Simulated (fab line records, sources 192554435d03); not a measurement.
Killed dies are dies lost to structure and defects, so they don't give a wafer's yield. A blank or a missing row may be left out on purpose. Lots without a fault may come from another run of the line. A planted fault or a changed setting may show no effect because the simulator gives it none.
Split-lot experiment | flow n5_finfet | 7 lots, 39 wafers read, on a route of 1938 steps

THE SPLIT
At N5_SPACER0_ALD_08 (deposits SiNx, target thk 2 nm), the setting target_thk_a was moved away from the recipe's 20 angstrom on 15 of the 39 wafers read, by -15.1% to +4.8%. The other wafers ran this setting at the recipe's value.

FROM THE SPLIT TO THE READING: what the file shows between them, 3 steps
- N5_SD_EPI_N_COAT_32: time 60 s, resist thk 350 nm
- N5_SD_EPI_N_SD_RECESS_17: chemistry HBr/Cl2/O2, target depth 41 nm, time 23.7 s, bt time 3 s
- N5_SD_EPI_N_STRIP_38: strips in N2/H2

THE READING
SiNx_of_SPACER0_ALD_08.thk_nm (the simulator's own value, which no gauge read), in nm, at N5_SD_EPI_N_WET_ETCH_43 (etches SiO2 in dHF, time 14 s, target depth 1.5 nm). The file gives no usual value for it.

wafer  | tool, chamber at the split | target_thk_a as run, angstrom | against the recipe | SiNx_of_SPACER0_ALD_08.thk_nm, nm | against lot-mates on the recipe
L074.1 | ald_sin-03, 0,2,1          | 20                            | recipe             | 1.6                               | -
L074.2 | ald_sin-03, 0,2,1          | 20                            | recipe             | 1.6                               | -
L074.5 | ald_sin-03, 0,2,1          | 20                            | recipe             | 1.6                               | -
L074.3 | ald_sin-03, 3,1,2          | 19.09                         | -4.5%              | 1.4                               | -0.2
L074.4 | ald_sin-03, 3,1,2          | 19.09                         | -4.5%              | 1.4                               | -0.2
L074.6 | ald_sin-03, 3,1,2          | 19.09                         | -4.5%              | 1.4                               | -0.2
L086.1 | ald_sin-02, 1,2,0,3,3,2    | 20                            | recipe             | 1.6                               | -
L086.2 | ald_sin-02, 1,2,0,3,3,2    | 20                            | recipe             | 1.6                               | -
L086.3 | ald_sin-02, 1,2,0,3,3,2    | 20                            | recipe             | 1.6                               | -
L086.4 | ald_sin-02, 1,2,0,3,3,2    | 20                            | recipe             | 1.6                               | -
L086.5 | ald_sin-02, 1,2,0,3,3,2    | 20                            | recipe             | 1.6                               | -
L086.6 | ald_sin-02, 1,2,0,3,3,2    | 20                            | recipe             | 1.6                               | -
L088.2 | ald_sin-03, 1,2,2          | 20                            | recipe             | 1.6                               | -
L088.4 | ald_sin-03, 1,2,2          | 20                            | recipe             | 1.6                               | -
L088.5 | ald_sin-03, 1,2,2          | 20                            | recipe             | 1.6                               | -
L089.1 | ald_sin-02, 2,0,2          | 18.61                         | -7.0%              | 1.4                               | -0.2
L089.2 | ald_sin-02, 2,0,2          | 18.61                         | -7.0%              | 1.4                               | -0.2
L089.6 | ald_sin-02, 2,0,2          | 18.61                         | -7.0%              | 1.4                               | -0.2
L089.3 | ald_sin-02, 3,3,0          | 20                            | recipe             | 1.6                               | -
L089.4 | ald_sin-02, 3,3,0          | 20                            | recipe             | 1.6                               | -
L089.5 | ald_sin-02, 3,3,0          | 20                            | recipe             | 1.6                               | -
L090.1 | ald_sin-03, 3,1,3          | 18.65                         | -6.8%              | 1.4                               | -0.2
L090.2 | ald_sin-03, 3,1,3          | 18.65                         | -6.8%              | 1.4                               | -0.2
L090.4 | ald_sin-03, 3,1,3          | 18.65                         | -6.8%              | 1.4                               | -0.2
L090.3 | ald_sin-03, 2,1,2          | 20                            | recipe             | 1.6                               | -
L090.5 | ald_sin-03, 2,1,2          | 20                            | recipe             | 1.6                               | -
L090.6 | ald_sin-03, 2,1,2          | 20                            | recipe             | 1.6                               | -
L092.1 | ald_sin-03, 0,1,2          | 20                            | recipe             | 1.6                               | -
L092.3 | ald_sin-03, 0,1,2          | 20                            | recipe             | 1.6                               | -
L092.5 | ald_sin-03, 0,1,2          | 20                            | recipe             | 1.6                               | -
L092.2 | ald_sin-03, 3              | 20.97                         | +4.8%              | 1.6                               | +0.0
L092.4 | ald_sin-03, 2,1            | 20.97                         | +4.8%              | 1.6                               | +0.0
L092.6 | ald_sin-03, 2,1            | 20.97                         | +4.8%              | 1.6                               | +0.0
L097.1 | ald_sin-02, 2,0,2          | 20                            | recipe             | 1.6                               | -
L097.3 | ald_sin-02, 2,0,2          | 20                            | recipe             | 1.6                               | -
L097.6 | ald_sin-02, 2,0,2          | 20                            | recipe             | 1.6                               | -
L097.2 | ald_sin-02, 1              | 16.98                         | -15.1%             | 1.2                               | -0.4
L097.4 | ald_sin-02, 3              | 16.98                         | -15.1%             | 1.2                               | -0.4
L097.5 | ald_sin-02, 1              | 16.98                         | -15.1%             | 1.2                               | -0.4
Where a row lists several chambers, the file gives one row for several wafers and doesn't say which wafer went through which chamber.

THE FIT
A straight line over all 39 wafers: SiNx_of_SPACER0_ALD_08.thk_nm changes by +0.0247 nm for each +1% of target_thk_a; r = +0.95; the points scatter about the line by 0.038 nm.
The same after taking each lot's own level away (the mean of its wafers on the recipe; 39 wafers): +0.0247 nm for each +1%; r = +0.95; scatter 0.038 nm.
On that fit, the largest move of target_thk_a shifts the reading by 0.37 nm.
The lots' own levels span 1.60 to 1.60 nm.
So the lot-to-lot level changes the slope little: the two slopes agree.
Check: with one of the wafers moved furthest among these (-15.1%) left out of the fit, the line predicts -0.395 nm for it against its lot-mates. It came out at -0.4 nm against them.

OTHER SPLITS ON THESE WAFERS
These wafers also went through other splits before the reading. Each is held against what the fit with the lots' levels taken away leaves over:
other split on the same wafers | wafers away from the commonest value | r with SiNx_of_SPACER0_ALD_08.thk_nm (lot level and that fit taken away)
N5_DUMMY_GATE_ETCH_37 source_w | 12                                   | +0.03

THE WHOLE CHAIN: every reading that the file lists as answering this split, in the file's order
step                    | what it does                                       | reading                                                                        | change (the file's fit)                | r (the file's)
N5_SPACER0_ALD_08       | deposits SiNx, target thk 2 nm                     | SiNx_of_SPACER0_ALD_08.thk_nm (the simulator's own value, which no gauge read) | +0.023 nm for each +1% of the setting  | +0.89
N5_SD_EPI_N_WET_ETCH_43 | etches SiO2 in dHF, time 14 s, target depth 1.5 nm | SiNx_of_SPACER0_ALD_08.thk_nm (the simulator's own value, which no gauge read) | +0.0265 nm for each +1% of the setting | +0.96

THE FILE'S OWN FIT
SiNx_of_SPACER0_ALD_08.thk_nm changes by +0.0265 nm for each +1% of target_thk_a, r = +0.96.
